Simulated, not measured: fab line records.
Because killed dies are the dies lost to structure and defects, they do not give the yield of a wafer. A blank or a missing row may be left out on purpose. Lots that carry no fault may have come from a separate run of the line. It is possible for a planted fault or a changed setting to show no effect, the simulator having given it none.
2 desks looking at one fault + flow n5_finfet + every desk sees just its own numbers, and what lay behind them comes last

== DESK OF THE TOOL OWNER: pecvd-04 ==
The tool's own readings at N5_FIN_SAQP_PECVD_48 (deposits SiNx from SiH4/NH3/N2, target thk 25 nm, time 22.1 s): means of the sampled wafers that have a number, for each lot that ran on this tool. The brackets show how far a lot's mean lies from the usual mean; more than 4 standard deviations puts the lot out of limits, marked OUT.
Columns: A = heater_power_outer_w at N5_FIN_SAQP_PECVD_48, usual 461 W; B = heater_power_w at N5_FIN_SAQP_PECVD_48, usual 773 W; C = showerhead_plenum_p_Torr at N5_FIN_SAQP_PECVD_48, usual 5.15 Torr; D = throttle_valve_pct at N5_FIN_SAQP_PECVD_48, usual 39.9 %
| lot  | first seen here | A   | B   | C    | D    |
|------|-----------------|-----|-----|------|------|
| L367 | day 2 03:37     | 438 | 750 | 5.17 | 38.4 |
| L368 | day 2 10:13     | 457 | 747 | 5.17 | 38.6 |
| L376 | day 4 10:39     | 430 | 738 | 5.16 | 38.5 |
| L377 | day 4 16:19     | 431 | 727 | 5.18 | 37.4 |
| L383 | day 6 03:56     | 465 | 773 | 5.17 | 38.7 |
| L384 | day 6 13:07     | 340 | 561 | 5.13 | 36.5 |
This desk's verdict: no lot among the 6 shows anything out of limits.

== FROM THE METROLOGY DESK ==
Lot by lot, what the gauges showed, no matter which tool ran the lot: averages of those sampled wafers that carry a number. The brackets show how far a lot's mean lies from the usual mean; more than 4 standard deviations puts the lot out of limits, marked OUT. Of its 10 readings 7 are shown: those that lie furthest out on some lot.
Columns: A = DIBL_N at N5_BEOL_M4_RC_MEAS_101, usual 36.4 mV/V; B = DIBL_P at N5_BEOL_M4_RC_MEAS_101, usual 36.6 mV/V; C = IOFF_P at N5_BEOL_M4_RC_MEAS_101, usual 0.211 nA/um; D = ION_N at N5_BEOL_M4_RC_MEAS_101, usual 671 uA/um; E = ION_P at N5_BEOL_M4_RC_MEAS_101, usual 462 uA/um; F = SS_N at N5_BEOL_M4_RC_MEAS_101, usual 71.5 mV/dec; G = VT_P at N5_BEOL_M4_RC_MEAS_101, usual -250.1 mV
| lot  | first seen here | A    | B    | C     | D   | E   | F    | G      |
|------|-----------------|------|------|-------|-----|-----|------|--------|
| L367 | day 8 08:29     | 36.1 | 35.9 | 0.207 | 672 | 464 | 71.6 | -250.5 |
| L368 | day 8 10:45     | 36.7 | 37.6 | 0.249 | 670 | 469 | 71.1 | -246.8 |
| L376 | day 10 14:41    | 34.4 | 36.2 | 0.221 | 668 | 462 | 71.5 | -248.6 |
| L377 | day 10 21:17    | 37.5 | 36.8 | 0.197 | 667 | 455 | 71.7 | -252.4 |
| L383 | day 12 04:40    | 37.4 | 37.5 | 0.219 | 668 | 460 | 72.1 | -249.6 |
| L384 | day 12 13:58    | 35.8 | 37.9 | 0.224 | 672 | 464 | 71.5 | -248.6 |
| L388 | day 13 09:25    | 33.9 | 34.7 | 0.188 | 675 | 469 | 71.5 | -250.1 |
| L389 | day 13 20:34    | 37.5 | 37.6 | 0.175 | 680 | 457 | 71.6 | -256.7 |
This desk's verdict: no lot among the 8 shows anything out of limits.

== BROUGHT TOGETHER ==
The tool owner's desk saw nothing out of limits.
Nothing out of limits was seen by the metrology desk.

== WHAT THE SIMULATOR PUT IN ==
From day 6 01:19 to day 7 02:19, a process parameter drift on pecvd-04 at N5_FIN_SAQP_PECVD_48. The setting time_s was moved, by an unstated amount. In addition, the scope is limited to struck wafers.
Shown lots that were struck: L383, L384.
